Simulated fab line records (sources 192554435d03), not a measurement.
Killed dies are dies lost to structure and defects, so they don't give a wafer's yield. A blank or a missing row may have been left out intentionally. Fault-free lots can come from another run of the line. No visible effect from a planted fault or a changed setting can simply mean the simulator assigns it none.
Chamber matching | flow n5 finfet | N5_BEOL_M11_VIA_ETCH_34 on rie diel-02 has 4 sister chambers
The step etches SiCOH lowk in C4F6/O2, target depth 184.5 nm, time 69.2 s. 14 wafers are shown with their chamber, then 7 later ones without.

== WAFERS WITH THEIR CHAMBER ==
wafer  | chamber | rf vpp V (V) | showerhead plenum p Torr (Torr) | drypump motor current A (A)
L075.2 | 3       | 619          | 2.80                            | 6.13
L075.4 | 0       | 683          | 2.78                            | 5.48
L075.6 | 2       | 637          | 2.86                            | 5.96
L076.2 | 3       | 619          | 2.80                            | 6.14
L076.5 | 0       | 683          | 2.77                            | 5.44
L076.6 | 3       | 621          | 2.80                            | 6.13
L083.3 | 0       | 683          | 2.77                            | 5.51
L083.5 | 0       | 684          | 2.77                            | 5.52
L083.6 | 1       | 685          | 2.98                            | 5.97
L084.2 | 3       | 620          | 2.80                            | 6.13
L084.3 | 2       | 638          | 2.85                            | 5.98
L084.6 | 3       | 620          | 2.80                            | 6.12
L087.1 | 2       | 640          | 2.85                            | 5.94
L087.4 | 3       | 620          | 2.79                            | 6.15

SIGNATURES, as means of the wafers listed above
reading                  | chamber 0 | chamber 1 | chamber 2 | chamber 3 | scatter within a chamber
rf vpp V                 | 683.25    | 685.00    | 638.33    | 619.83    | 0.908
showerhead plenum p Torr | 2.7725    | 2.9800    | 2.8533    | 2.7983    | 0.00474
drypump motor current A  | 5.4875    | 5.9700    | 5.9600    | 6.1333    | 0.0228
Rule: for each reading, subtract the chamber's mean from the wafer's reading, divide by that reading's scatter and square the result; add these up over the readings and take the root, which gives the wafer's distance from the chamber. The wafer belongs to the nearest chamber; if the next one is less than 2 further off, it can't be placed. The scatter is the square root of a quotient: the sum, over the shown wafers, of each reading's squared deviation from its chamber's mean, divided by wafers minus chambers.

== WAFERS MISSING THEIR CHAMBER ==
wafer  | rf vpp V (V) | showerhead plenum p Torr (Torr) | drypump motor current A (A)
L087.6 | 620          | 2.79                            | 6.15
L090.2 | 683          | 2.76                            | 5.52
L090.5 | 684          | 2.76                            | 5.53
L090.6 | 684          | 2.98                            | 5.97
L097.1 | 619          | 2.79                            | 6.13
L097.2 | 686          | 2.97                            | 5.97
L097.6 | 620          | 2.78                            | 6.15

== WHICH CHAMBER EACH ONE RAN IN ==
wafer  | from the rows above | in truth
L087.6 | 3                   | 3
L090.2 | 0                   | 0
L090.5 | 0                   | 0
L090.6 | 1                   | 1
L097.1 | 3                   | 3
L097.2 | 1                   | 1
L097.6 | 3                   | 3
Placed correctly: 7 of 7. From these rows, 0 cannot be placed. 0 placed wrongly.
